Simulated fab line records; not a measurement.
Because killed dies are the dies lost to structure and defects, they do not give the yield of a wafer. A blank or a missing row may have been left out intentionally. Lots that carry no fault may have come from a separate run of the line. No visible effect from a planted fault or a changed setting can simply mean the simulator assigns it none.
fab line records	flow nand_harc
record: lots: 10	wafers: 30	last_day: 34
route steps=1302 shown A_SLIT@935 A_WL_FILL@952 END@1301
lots that met no fault: taken from a fault-free run of the same line
start_h: start of the lot's first displayed wafer, in hours after the record's first day	wait_h: hours elapsed since this lot's preceding step	" same as the row above	L1.1+2: a single row standing in for several wafers	- either no value or no given start	* or withheld: withheld	< > ~ a bound
route shown NAME@n: names a module that has steps shown in the file, with the first one's number in the route	usual: the fault-free wafers' mean and standard deviation	same: alike in all rows	chamber/n: place in a boat	sites: the reading at each site	_std_site: the standard deviation of these	_edge_site: outer sites' mean less inner sites'	radius_mm: for every site, how far away it sits from the centre of the wafer	mask NAME#n: copy n	behind: the tool/chamber that last shaped the wafer	hold: why the lot was held/for how many hours/how that ended	device: which transistor (n, p or np) failed to switch	end of line: tests of these same wafers at the route's end	step lacking rows: just its recipe	killed: not the wafer's yield, but the dies lost to structure and defects at the first sort	map: a wafer's dies, marking killed ones x, the rest . and places with no die _
set.NAME: the setting the step ran with; set.NAME@STEP: the setting that earlier step ran with	model.NAME: the simulator's own value behind a step, which no gauge read
steps of the route over a sample of lots; a table a step, a row a wafer
services: when a tool's chamber went out of use (start_h, in hours from the record's first day, below 0 if earlier), for how many hours, and the reason
== steps ==
step: NHARC_A_SLIT_INSPECT_11
usual: raw_defect_count: 62/28
lot.wafer	tool	chamber	start_h	wait_h	raw_defect_count
L613.4	defect_inspect-02	-	449.27	0.0	123
L613.5	"	-	"	"	122
L613.6	"	-	"	"	111
L616.1	defect_inspect-02	-	478.91	0.0	25
L616.4	"	-	"	"	20
L616.6	"	-	"	"	22
L618.1	defect_inspect-01	-	479.46	0.0	59
L618.3	"	-	"	"	77
L618.5	"	-	"	"	67
L628.1	defect_inspect-02	-	594.47	0.0	15
L628.3	"	-	"	"	25
L628.5	"	-	"	"	21
L630.1	defect_inspect-02	-	602.67	0.0	25
L630.3	"	-	"	"	29
L630.5	"	-	"	"	30
L629.1	defect_inspect-02	-	603.09	0.0	86
L629.2	"	-	"	"	108
L629.6	"	-	"	"	97
L632.2	defect_inspect-01	-	644.49	0.0	61
L632.5	"	-	"	"	59
L632.6	"	-	"	"	62
L633.2	defect_inspect-02	-	648.10	0.0	63
L633.4	"	-	"	"	62
L633.5	"	-	"	"	68
L635.1	defect_inspect-02	-	666.60	0.0	51
L635.2	"	-	"	"	42
L635.3	"	-	"	"	56
L636.1	defect_inspect-01	-	691.24	0.0	80
L636.2	"	-	"	"	72
L636.3	"	-	"	"	68
step: NHARC_A_SLIT_STRIP_18
recipe: o2_flow_sccm: 500	ar_flow_sccm: 0	bias_w: 0	chemistry: O2
usual: drypump_motor_current_A: 5.7/0.5	oes_product_au: 1.001/0.0077	rf_vpp_V: 57.7/0.94	showerhead_plenum_p_Torr: 3.47/0.15	throttle_valve_pct: 17.037/0.0092
lot.wafer	tool	chamber	start_h	wait_h	drypump_motor_current_A	oes_product_au	rf_hours_counter_h	rf_vpp_V	showerhead_plenum_p_Torr	throttle_valve_pct
L613.4	rie_diel-06	3	-	-	5.8	1.010	9	57.5	3.61	17.050
L613.6	"	1	"	"	5.0	1.007	-	58.3	3.57	17.040
L613.5	"	2	"	"	5.8	1.009	-	56.5	3.32	17.053
L616.1	rie_diel-07	1	-	-	5.3	0.997	0	57.8	3.33	17.045
L616.4	"	3	"	"	6.2	0.997	0	56.2	3.36	17.043
L616.6	"	2	"	"	5.4	1.012	-	58.2	3.76	17.036
L618.3	rie_diel-07	2	-	-	5.4	1.003	0	57.8	3.76	17.024
L618.1	"	3	"	"	6.2	1.010	0	57.8	3.36	17.050
L618.5	"	1	"	"	5.3	0.985	-	58.3	3.33	17.044
L628.1	rie_diel-06	0	-	-	6.1	0.994	7	59.4	3.48	17.055
L628.3	"	2	"	"	5.8	0.998	6	57.5	3.31	17.040
L628.5	"	0	"	"	6.1	1.008	-	59.5	3.48	17.034
L630.3	rie_diel-07	0	-	-	6.5	1.006	7	58.4	3.65	17.023
L630.1	"	3	"	"	6.2	1.013	6	57.3	3.36	17.027
L630.5	"	0	"	"	6.5	1.007	-	58.3	3.65	17.023
L629.2	rie_diel-07	0	-	-	6.5	1.009	7	59.5	3.65	17.040
L629.1	"	2	"	"	5.4	1.003	7	59.5	3.76	17.037
L629.6	"	1	"	"	5.3	0.999	-	58.5	3.32	17.047
L632.2	rie_diel-06	0	-	-	6.1	0.987	12	56.7	3.48	17.040
L632.5	"	1	"	"	5.0	1.003	-	56.1	3.57	17.048
L632.6	"	2	"	"	5.8	0.994	-	57.7	3.31	17.039
L633.4	rie_diel-11	3	-	-	4.9	0.993	2	58.3	3.35	17.046
L633.2	"	0	"	"	5.9	0.998	2	56.2	3.34	17.044
L633.5	"	3	"	"	4.9	0.993	-	57.1	3.35	17.042
L635.1	rie_diel-07	2	-	-	5.4	0.996	1	59.7	3.76	17.039
L635.3	"	0	"	"	6.5	1.005	1	58.4	3.65	17.040
L635.2	"	1	"	"	5.3	0.999	1	58.0	3.32	17.044
L636.3	rie_diel-11	3	-	-	4.9	1.001	6	57.8	3.35	17.025
L636.2	"	0	"	"	6.0	1.003	4	56.6	3.34	17.033
L636.1	"	1	"	"	5.6	0.992	4	58.1	3.52	17.033
step: NHARC_A_WL_FILL_ALD_00
recipe: target_thk_a: 30	pulse_time_s: 3	ald_cycles: 30	temp_c: 300	material: Al2O3
usual: ald_cycles: 30/0	heater_power_outer_w: 266/40	heater_power_w: 482/63	precursor_pulse_height_rel: 0.999/0.022
lot.wafer	tool	chamber	start_h	wait_h	ald_cycles	heater_power_outer_w	heater_power_w	precursor_pulse_height_rel	since_wet_clean_h
L613.4	ald_hk-03	0	462.37	0.1	30	250	492	1.020	57
L613.6	"	3	"	"	30	281	519	0.989	-
L613.5	"	0	"	"	30	247	507	1.012	-
L616.4	ald_hk-04	3	491.91	0.1	-	-	-	-	-
L616.1	"	0	"	"	-	-	-	-	-
L616.6	"	3	"	"	-	-	-	-	-
L618.1	ald_hk-01	1	491.92	0.1	-	-	-	-	-
L618.3	"	0	"	"	-	-	-	-	-
L618.5	"	1	"	"	-	-	-	-	-
L628.3	ald_hk-01	0	611.99	0.1	30	227	421	0.974	126
L628.1	"	2	"	"	30	270	493	0.971	126
L628.5	"	0	"	"	30	232	418	1.006	-
L629.2	ald_hk-01	0	615.63	0.1	30	231	428	1.005	130
L629.1	"	2	"	"	30	270	492	0.960	130
L629.6	"	0	"	"	30	222	416	1.021	-
L630.1	ald_hk-04	3	615.70	0.2	30	277	452	1.010	166
L630.3	"	0	"	"	30	278	496	0.986	166
L630.5	"	2	"	"	30	252	477	1.019	-
L632.2	ald_hk-04	2	657.57	0.1	30	245	478	0.968	30
L632.5	"	2	"	"	30	250	480	0.993	-
L632.6	"	3	"	"	30	277	449	1.028	-
L633.4	ald_hk-01	3	665.58	1.4	30	334	540	1.026	0
L633.2	"	0	"	"	30	237	417	0.999	0
L633.5	"	3	"	"	30	328	543	1.005	-
L635.3	ald_hk-04	2	679.71	0.1	30	247	474	0.962	52
L635.1	"	3	"	"	30	277	461	1.019	52
L635.2	"	0	"	"	30	276	509	1.020	52
L636.3	ald_hk-04	0	704.08	0.1	30	269	502	0.973	76
L636.1	"	1	"	"	30	264	469	0.957	77
L636.2	"	3	"	"	30	273	454	0.991	77
step: NHARC_A_WL_FILL_ETCHBACK_05
recipe: target_depth_a: 220	time_s: 60	temp_c: 40	chemistry: Cl2/BCl3
usual: drypump_motor_current_A: 5.9/0.49	oes_product_au: 1.000/0.014
same: time_s: 60
lot.wafer	tool	chamber	start_h	wait_h	drypump_motor_current_A	oes_product_au	rf_hours_counter_h
L613.4	rie_metal-02	0	463.88	0.2	5.2	0.980	-
L613.5	"	0	"	"	5.2	0.982	-
L613.6	"	1	"	"	6.1	1.004	-
L616.1	rie_metal-02	0	493.52	0.2	5.2	0.991	0.9
L616.4	"	1	"	"	6.1	1.014	-
L616.6	"	0	"	"	5.2	0.993	-
L618.1	rie_metal-03	1	493.62	0.2	5.9	1.007	2.9
L618.3	"	0	"	"	6.6	1.022	-
L618.5	"	1	"	"	5.9	1.008	-
L628.1	rie_metal-01	1	613.50	0.2	6.3	1.002	0.7
L628.3	"	1	"	"	6.3	0.994	-
L628.5	"	0	"	"	5.3	1.001	-
L629.2	rie_metal-03	0	617.16	0.2	6.6	1.004	1.6
L629.1	"	1	"	"	5.9	0.986	1.6
L629.6	"	1	"	"	5.9	0.984	-
L630.1	rie_metal-02	0	617.41	0.2	5.2	0.987	3.3
L630.3	"	1	"	"	6.1	1.016	-
L630.5	"	1	"	"	6.2	1.027	-
L632.2	rie_metal-01	0	659.11	0.2	5.3	1.002	1.3
L632.6	"	0	"	"	5.3	1.000	-
L632.5	"	1	"	"	6.3	0.997	-
L633.2	rie_metal-03	1	667.10	0.2	5.9	0.983	2.4
L633.4	"	1	"	"	5.9	0.983	-
L633.5	"	1	"	"	6.0	0.982	-
L635.1	rie_metal-02	1	681.45	0.4	6.2	1.005	0.9
L635.2	"	1	"	"	6.2	0.995	-
L635.3	"	1	"	"	6.2	0.995	-
L636.1	rie_metal-02	1	705.97	0.4	6.1	0.989	1.8
L636.2	"	1	"	"	6.1	0.985	-
L636.3	"	1	"	"	6.1	1.000	-
step: NHARC_END_WLT_00
usual: VT_DECK1_BOTTOM: 0.869/0.0074	VT_DECK1_BOTTOM_INNER: 0.869/0.0076	VT_DECK1_MEDIAN_NEAR_BOTTOM: 0.871/0.0075	VT_DECK1_MEDIAN_NEAR_BOTTOM_INNER: 0.870/0.008	VT_DECK1_MIDDLE: 0.883/0.0081	VT_DECK1_MIDDLE_INNER: 0.882/0.0071	VT_DECK1_TOP: 0.895/0.0077	VT_DECK1_TOP_INNER: 0.894/0.0075	VT_DECK2_BOTTOM: 0.873/0.0079	VT_DECK2_BOTTOM_INNER: 0.873/0.0089	VT_DECK2_MEDIAN_NEAR_BOTTOM: 0.874/0.0082	VT_DECK2_MEDIAN_NEAR_BOTTOM_INNER: 0.874/0.0081	VT_DECK2_MIDDLE: 0.886/0.007	VT_DECK2_MIDDLE_INNER: 0.886/0.0073	VT_DECK2_TOP: 0.897/0.0067	VT_DECK2_TOP_INNER: 0.896/0.0069
lot.wafer	tool	chamber	start_h	wait_h	hold	VT_DECK1_BOTTOM	VT_DECK1_BOTTOM_INNER	VT_DECK1_MEDIAN_NEAR_BOTTOM	VT_DECK1_MEDIAN_NEAR_BOTTOM_INNER	VT_DECK1_MIDDLE	VT_DECK1_MIDDLE_INNER	VT_DECK1_TOP	VT_DECK1_TOP_INNER	VT_DECK2_BOTTOM	VT_DECK2_BOTTOM_INNER	VT_DECK2_MEDIAN_NEAR_BOTTOM	VT_DECK2_MEDIAN_NEAR_BOTTOM_INNER	VT_DECK2_MIDDLE	VT_DECK2_MIDDLE_INNER	VT_DECK2_TOP	VT_DECK2_TOP_INNER
L613.4	prober-02	-	554.51	1.6	-	0.865	0.868	0.867	0.863	0.875	0.881	0.890	0.890	0.866	0.861	0.863	0.865	0.873	0.873	0.900	0.892
L613.5	"	-	"	"	-	0.860	0.862	0.854	0.865	0.879	0.878	0.889	0.888	0.861	0.862	0.867	0.861	0.877	0.883	0.892	0.894
L613.6	"	-	"	"	-	0.861	0.866	0.860	0.862	0.878	0.876	0.888	0.883	0.870	0.861	0.860	0.866	0.878	0.873	0.889	0.897
L616.1	prober-01	-	589.81	0.0	await_dispo/0.2h/release	5.966	5.991	6.052	5.978	6.026	6.014	6.035	6.012	5.977	5.981	6.023	6.017	6.011	5.989	6.021	5.971
L616.4	"	-	591.31	1.5	await_dispo/0.2h/release	5.996	6.023	6.037	5.977	6.008	5.978	5.917	6.008	5.988	6.016	6.028	5.969	5.949	6.008	5.971	6.027
L616.6	"	-	592.31	2.5	await_dispo/0.2h/release	6.013	5.987	5.999	6.020	6.019	5.978	5.991	5.991	5.988	6.000	6.003	5.978	6.025	5.949	5.945	5.987
L616.1	prober-01	-	597.59	7.3	-	6.022	6.005	5.982	6.042	5.949	6.029	6.014	5.977	6.065	6.020	6.026	6.025	5.968	5.986	5.995	5.975
L616.4	"	-	599.09	7.3	-	5.990	6.021	5.980	6.055	6.019	5.998	6.013	6.006	6.002	6.041	6.017	5.993	6.035	6.001	6.020	5.999
L616.6	"	-	600.09	7.3	-	6.002	5.964	5.993	5.960	5.990	5.968	5.955	6.029	5.990	6.041	6.014	5.976	5.988	5.975	6.001	5.995
L618.1	prober-02	-	593.20	3.4	await_dispo/0.2h/release	6.008	5.975	5.990	6.008	6.032	6.012	6.040	5.999	6.026	5.998	6.017	6.026	6.000	5.983	6.011	5.956
L618.3	"	-	594.21	4.4	await_dispo/0.2h/release	5.983	5.983	6.008	5.969	5.990	5.990	5.949	5.960	6.028	5.995	6.004	6.056	5.946	5.989	5.977	5.962
L618.5	"	-	595.21	5.4	await_dispo/0.2h/release	5.956	6.038	6.042	5.985	6.024	5.979	5.993	5.966	6.022	6.026	6.024	6.003	5.962	6.019	5.992	6.015
L618.1	prober-02	-	601.04	7.3	-	6.001	5.991	6.008	5.990	6.004	5.980	5.963	6.021	5.948	6.017	5.954	6.004	5.944	5.921	5.991	5.985
L618.3	"	-	602.04	7.3	-	6.010	5.995	6.038	6.043	6.071	5.971	5.966	5.985	5.969	5.993	6.024	6.036	5.980	6.058	5.982	5.940
L618.5	"	-	603.05	7.3	-	5.999	6.005	6.011	6.012	6.035	6.069	6.002	6.013	5.996	5.990	6.014	6.010	5.981	5.976	6.029	5.999
L630.1	prober-01	-	711.24	0.0	-	0.867	0.863	0.865	0.865	0.885	0.870	0.894	0.886	0.874	0.873	0.871	0.873	0.885	0.878	0.890	0.899
L630.3	"	-	712.24	1.0	-	0.858	0.853	0.861	0.861	0.881	0.873	0.885	0.890	0.871	0.871	0.868	0.868	0.888	0.881	0.893	0.890
L630.5	"	-	"	"	-	0.866	0.858	0.871	0.865	0.878	0.883	0.881	0.890	0.870	0.860	0.865	0.861	0.885	0.879	0.892	0.888
L629.1	prober-02	-	711.26	0.1	-	0.867	0.863	0.866	0.867	0.883	0.887	0.897	0.892	0.883	0.891	0.889	0.889	0.887	0.894	0.897	0.895
L629.2	"	-	"	"	-	0.862	0.861	0.871	0.872	0.882	0.886	0.896	0.893	0.872	0.884	0.878	0.878	0.889	0.900	0.903	0.889
L629.6	"	-	713.77	2.6	-	0.873	0.870	0.871	0.871	0.879	0.886	0.884	0.894	0.882	0.883	0.882	0.880	0.897	0.893	0.910	0.899
L628.1	prober-02	-	719.10	1.6	-	0.877	0.883	0.877	0.883	0.885	0.895	0.902	0.902	0.871	0.868	0.863	0.869	0.889	0.889	0.898	0.890
L628.3	"	-	720.10	2.6	-	0.880	0.872	0.878	0.880	0.899	0.888	0.900	0.905	0.875	0.887	0.875	0.874	0.881	0.892	0.893	0.904
L628.5	"	-	721.10	3.6	-	0.873	0.869	0.875	0.876	0.898	0.887	0.900	0.899	0.872	0.873	0.873	0.876	0.878	0.888	0.897	0.905
L633.2	prober-02	-	766.40	4.2	-	0.873	0.877	0.875	0.873	0.888	0.883	0.897	0.897	0.872	0.864	0.870	0.865	0.881	0.884	0.896	0.891
L633.4	"	-	767.41	5.2	-	0.867	0.875	0.872	0.869	0.887	0.882	0.899	0.897	0.867	0.864	0.868	0.868	0.881	0.879	0.893	0.894
L633.5	"	-	"	"	-	0.869	0.873	0.876	0.868	0.877	0.885	0.895	0.896	0.858	0.861	0.859	0.860	0.877	0.873	0.893	0.886
L632.2	prober-01	-	770.55	8.4	-	0.869	0.872	0.870	0.870	0.884	0.881	0.907	0.895	0.868	0.869	0.856	0.862	0.876	0.879	0.882	0.892
L632.5	"	-	772.06	9.9	-	0.877	0.873	0.867	0.874	0.887	0.888	0.897	0.897	0.862	0.854	0.861	0.867	0.873	0.880	0.897	0.880
L632.6	"	-	"	"	-	0.872	0.878	0.872	0.877	0.885	0.878	0.894	0.895	0.855	0.868	0.861	0.855	0.872	0.879	0.890	0.891
L635.1	prober-02	-	777.09	0.1	-	0.878	0.886	0.883	0.879	0.893	0.891	0.899	0.898	0.861	0.866	0.871	0.867	0.880	0.887	0.893	0.889
L635.2	"	-	"	"	-	0.876	0.882	0.880	0.885	0.895	0.894	0.902	0.907	0.869	0.864	0.864	0.863	0.875	0.886	0.887	0.895
L635.3	"	-	"	"	-	0.874	0.875	0.879	0.878	0.884	0.890	0.900	0.907	0.866	0.857	0.864	0.868	0.880	0.880	0.898	0.888
L636.1	prober-01	-	811.14	0.0	-	0.887	0.885	0.882	0.880	0.904	0.895	0.900	0.904	0.871	0.875	0.877	0.879	0.889	0.889	0.896	0.902
L636.2	"	-	"	"	-	0.871	0.874	0.881	0.874	0.884	0.892	0.913	0.901	0.873	0.874	0.881	0.878	0.888	0.883	0.905	0.887
L636.3	"	-	"	"	-	0.874	0.878	0.881	0.876	0.894	0.882	0.909	0.903	0.878	0.873	0.882	0.874	0.890	0.888	0.895	0.903
step: NHARC_END_SORT_01
recipe: temp_c: 25
usual: defect_limited_yield: 91.6/2.8	killed_at_array: 52/18	killed_at_other: 0.6/0.83	killed_at_periphery: 4.3/2.8	killed_dies: 57/19	killed_open: 3.4/2	killed_short: 2.5/1.7	sort_bin_2_pct: 3.0/1.1	sort_bin_3_pct: 0.6/0.41	sort_bin_4_pct: 4.7/1.6	sort_n_pass: 620/19	sort_rim_yield_pct: 91/3.7	sort_yield_pct: 91.6/2.8
same: gross_dies: 677	sort_bin_5_pct[%]: 0	sort_bin_6_pct[%]: 0	sort_bin_7_pct[%]: 0	sort_bin_8_pct[%]: 0	sort_rim_n_gross: 106.00
lot.wafer	tool	chamber	start_h	wait_h	defect_limited_yield[%]	killed_at_array	killed_at_other	killed_at_periphery	killed_dies	killed_open	killed_short	sort_bin_2_pct[%]	sort_bin_3_pct[%]	sort_bin_4_pct[%]	sort_n_pass	sort_rim_yield_pct[%]	sort_yield_pct[%]
L613.4	prober-02	0	558.38	3.4	85.2	94	1	5	100	3	2	4.6	1.0	9.2	577	88	85.2
L613.5	prober-02	0	559.16	3.7	87.4	83	1	1	85	5	2	5.2	1.0	6.4	592	92	87.4
L613.6	prober-02	0	559.95	3.9	86.3	85	0	8	93	3	3	5.8	0.9	7.1	584	92	86.3
L629.1	prober-02	0	714.27	2.5	90.0	66	0	2	68	2	6	4.0	0.7	5.3	609	92	90.0
L629.2	prober-02	0	715.08	2.8	88.6	72	0	5	77	6	4	4.4	0.9	6.1	600	85	88.6
L629.6	prober-02	0	718.29	4.0	90.1	62	0	5	67	5	3	4.4	1.2	4.3	610	87	90.1
L628.5	prober-02	0	725.36	3.8	94.5	33	1	3	37	4	1	1.6	0.4	3.4	640	91	94.5
L633.2	prober-02	0	769.71	2.8	91.4	49	1	8	58	8	1	4.3	0.6	3.7	619	89	91.4
L633.4	prober-02	0	771.32	3.4	93.1	43	0	4	47	2	1	2.7	0.3	4.0	630	88	93.1
L633.5	prober-02	0	772.12	3.7	92.2	44	0	9	53	5	1	3.0	0.7	4.1	624	86	92.2
L632.2	prober-01	0	773.86	2.8	91.9	50	1	4	55	2	4	2.7	0.1	5.3	622	88	91.9
L632.5	prober-01	0	776.25	3.7	89.7	64	2	4	70	6	1	3.2	0.4	6.6	607	85	89.7
L632.6	prober-01	0	777.05	4.0	91.7	54	1	1	56	3	2	2.5	0.4	5.3	621	88	91.7
killed by level:class
L613.4 A_CHANNEL_HOLE_D1:chamber_film_flake=37 A_CHANNEL_HOLE_D2:chamber_film_flake=33 A_SLIT:chamber_film_flake=14 A_STAIRCASE:chamber_film_flake=5 P_GATE:chamber_film_flake=2 A_WL_FILL:chamber_film_flake=2 P_STI:geometric_particle:short=1 P_M0:geometric_particle:open=1
L613.5 A_CHANNEL_HOLE_D1:chamber_film_flake=30 A_CHANNEL_HOLE_D2:chamber_film_flake=25 A_SLIT:chamber_film_flake=9 A_STAIRCASE:chamber_film_flake=7 A_CONTACT:chamber_film_flake=5 A_WL_FILL:geometric_particle:short=2 A_WL_FILL:chamber_film_flake=2 P_M0:geometric_particle:open=1
L613.6 A_CHANNEL_HOLE_D2:chamber_film_flake=34 A_CHANNEL_HOLE_D1:chamber_film_flake=28 A_SLIT:chamber_film_flake=15 P_GATE:chamber_film_flake=4 P_M0:geometric_particle:open=2 A_WL_FILL:chamber_film_flake=2 A_CONTACT:chamber_film_flake=2 P_M0:geometric_particle:short=1
L629.1 A_CHANNEL_HOLE_D1:chamber_film_flake=32 A_SLIT:chamber_film_flake=15 A_CHANNEL_HOLE_D2:chamber_film_flake=6 A_STAIRCASE:chamber_film_flake=4 P_CONTACT:geometric_particle:short=1 A_CHANNEL_HOLE_D1:geometric_particle:open=1 A_CHANNEL_FILL_D1:geometric_particle:open=1 A_CHANNEL_FILL_D1:geometric_particle:short=1
L629.2 A_CHANNEL_HOLE_D1:chamber_film_flake=38 A_SLIT:chamber_film_flake=10 A_CHANNEL_HOLE_D2:chamber_film_flake=10 A_ONON_D2:geometric_particle:open=2 A_ONON_D2:geometric_particle:short=2 A_CHANNEL_FILL_D2:geometric_particle:short=2 P_GATE:chamber_film_flake=2 A_DECK1_JOINT:chamber_film_flake=2
L629.6 A_CHANNEL_HOLE_D1:chamber_film_flake=27 A_SLIT:chamber_film_flake=15 A_CHANNEL_HOLE_D2:chamber_film_flake=8 P_GATE:chamber_film_flake=3 A_STAIRCASE:chamber_film_flake=3 P_M0:geometric_particle:open=1 A_SOURCE_PLATE:geometric_particle:open=1 A_CHANNEL_FILL_D1:geometric_particle:short=1
L628.5 A_SLIT:chamber_film_flake=14 A_CONTACT:chamber_film_flake=7 A_CHANNEL_HOLE_D1:chamber_film_flake=3 A_CHANNEL_FILL_D2:chamber_film_flake=3 A_CHANNEL_FILL_D2:geometric_particle:open=2 P_M0:geometric_particle:open=1 A_ONON_D1:geometric_particle:short=1 A_ONON_D2:geometric_particle:open=1
L633.2 A_SLIT:chamber_film_flake=14 A_CONTACT:chamber_film_flake=9 A_CHANNEL_HOLE_D1:chamber_film_flake=7 A_CHANNEL_HOLE_D2:chamber_film_flake=7 A_STAIRCASE:chamber_film_flake=5 P_GATE:chamber_film_flake=4 P_GATE:geometric_particle:open=1 P_CONTACT:geometric_particle:open=1
L633.4 A_SLIT:chamber_film_flake=13 A_CHANNEL_HOLE_D2:chamber_film_flake=12 A_STAIRCASE:chamber_film_flake=5 A_CONTACT:chamber_film_flake=5 P_GATE:chamber_film_flake=4 A_CHANNEL_HOLE_D1:chamber_film_flake=3 A_ONON_D1:geometric_particle:open=1 A_M0:geometric_particle:open=1
L633.5 A_SLIT:chamber_film_flake=16 A_CHANNEL_HOLE_D2:chamber_film_flake=11 P_GATE:chamber_film_flake=6 A_CONTACT:chamber_film_flake=5 A_CHANNEL_HOLE_D1:chamber_film_flake=2 A_CHANNEL_FILL_D1:chamber_film_flake=2 A_STAIRCASE:chamber_film_flake=2 P_M2:geometric_particle:open=1
L632.2 A_CHANNEL_HOLE_D2:chamber_film_flake=10 A_CONTACT:chamber_film_flake=9 A_SLIT:chamber_film_flake=7 A_STAIRCASE:chamber_film_flake=6 A_SGD_CUT:chamber_film_flake=6 A_CHANNEL_HOLE_D1:chamber_film_flake=4 A_SOURCE_PLATE:geometric_particle:short=2 P_ZERO_WELL:chamber_film_flake=2
L632.5 A_CONTACT:chamber_film_flake=18 A_CHANNEL_HOLE_D2:chamber_film_flake=12 A_CHANNEL_HOLE_D1:chamber_film_flake=9 A_STAIRCASE:chamber_film_flake=6 A_SGD_CUT:chamber_film_flake=5 A_SLIT:chamber_film_flake=3 P_ZERO_WELL:chamber_film_flake=2 A_BLC:chamber_film_flake=2
L632.6 A_CHANNEL_HOLE_D2:chamber_film_flake=13 A_SLIT:chamber_film_flake=9 A_CONTACT:chamber_film_flake=8 A_CHANNEL_HOLE_D1:chamber_film_flake=6 A_STAIRCASE:chamber_film_flake=5 A_SGD_CUT:chamber_film_flake=3 A_M1:chamber_film_flake=3 A_DECK1_JOINT:geometric_particle:open=1
== services ==
tool	chamber	start_h	hours	kind
rie_diel-11	-	432.50	9.0	pm
ald_hk-04	-	439.63	10.0	pm
rie_metal-02	-	454.00	9.0	pm
rie_diel-07	-	471.20	9.0	pm
ald_hk-01	-	476.02	10.0	pm
rie_diel-06	0	484.66	6.1	repair
rie_diel-06	-	484.96	9.0	pm
rie_metal-03	-	519.00	9.0	pm
ald_hk-04	-	526.88	0.6	repair
rie_metal-03	-	557.76	0.6	repair
ald_hk-04	-	558.19	0.6	repair
rie_diel-06	3	564.28	5.0	repair
rie_diel-07	2	576.08	5.1	repair
ald_hk-04	-	617.63	10.0	pm
rie_metal-02	-	631.00	9.0	pm
ald_hk-04	-	647.22	0.6	repair
rie_diel-07	-	648.20	9.0	pm
rie_diel-06	3	651.42	7.2	repair
ald_hk-01	-	655.55	10.0	pm
rie_diel-06	0	655.70	10.1	repair
rie_diel-06	-	661.96	9.0	pm
rie_metal-02	0	667.23	60.8	repair
rie_diel-07	0	689.69	3.7	repair
rie_metal-03	-	696.00	9.0	pm
== key ==
first_sign: step: NHARC_A_WL_FILL_ALD_00	reading: tool_record	direction: missing
effect: step: NHARC_END_WLT_00	reading: VT_DECK2_TOP	direction: up	sigmas: 99+	usual: 0.897	struck: 5.986
met_at NHARC_A_WL_FILL_ALD_00
struck_lots L616,L618
tester_left_out L616,L618
not_acting_at NHARC_A_SLIT_INSPECT_11,NHARC_A_SLIT_STRIP_18,NHARC_A_WL_FILL_ETCHBACK_05
fault: kind: skipped_step_whole	tool: ald_hk-01,ald_hk-04	chamber: -	onset_h: 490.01	steps: NHARC_A_WL_FILL_ALD_00	scope: struck_lots_only
tester_left_out: of these lots the tester's yield and bins aren't shown, on N5 and GAA mostly nor the transistor test; their killed dies are dies lost to structure and defects alone, not to doping, threshold or leakage, so they don't give the yield
